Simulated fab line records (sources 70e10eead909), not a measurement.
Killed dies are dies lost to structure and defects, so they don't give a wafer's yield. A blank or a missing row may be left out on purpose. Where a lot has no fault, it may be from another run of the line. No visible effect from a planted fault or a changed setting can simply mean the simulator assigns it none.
Which tool did it? :: flow nand-harc :: 12 lots (36 wafers sampled), 1 step of a 1302-step route

WHAT THE GAUGES SHOWED, per wafer
NHARC_A_SLIT_CD_MEAS_09: the cd target is 300 nm.
lot: L074
measured: day 20 05:07
on: cd-sem-03
cd-nm (nm): 299.9 299.6 300.0

lot: L078
measured: day 21 00:40
on: cd-sem-01
cd-nm (nm): 299.2 298.9 299.3

lot: L079
measured: day 21 14:46
on: cd-sem-01
cd-nm (nm): 299.8 299.4 299.6

lot: L081
measured: day 22 11:23
on: cd-sem-01
cd-nm (nm): 299.4 300.3 299.5

lot: L083
measured: day 23 06:49
on: cd-sem-02
cd-nm (nm): 300.7 300.6 300.2

lot: L084
measured: day 23 23:31
on: cd-sem-02
cd-nm (nm): 300.2 300.4 300.7

lot: L089
measured: day 25 11:45
on: cd-sem-01
cd-nm (nm): 300.4 300.9 300.4

lot: L087
measured: day 25 13:35
on: cd-sem-03
cd-nm (nm): 299.8 300.6 300.6

lot: L092
measured: day 27 10:02
on: cd-sem-03
cd-nm (nm): 300.1 300.4 299.8

lot: L091
measured: day 27 13:08
on: cd-sem-03
cd-nm (nm): 300.4 299.8 299.7

lot: L096
measured: day 28 13:05
on: cd-sem-03
cd-nm (nm): 299.6 299.8 299.3

lot: L097
measured: day 29 06:18
on: cd-sem-01
cd-nm (nm): 300.1 299.8 300.1

WHAT TOOL EACH LOT RAN ON (gives the tool, then ch and the chambers of the sampled wafers, and finally the start)
Before these readings, the record contains no process step.

THE ANSWER, worked out from the rows above alone
Rule: usual is defined by the lots themselves. Put in order of their means at a reading, lots are off if they are a third of the lots or fewer, leave a main group of 4 or more, and stand apart from it by a gap of 3 or more times the standard deviation of the main group's means; of several such gaps the widest counts. A main group whose means are all the same, to the digits that the tables above print for the reading, isn't used. A lot without any number at a reading at which 4 lots or more have one is off too. Where the step has rows for the other lots, those lots are counted as sound.
Across all readings shown, no lot is off: no conclusion can be drawn from this.

WHAT THE SIMULATOR HAD INSERTED
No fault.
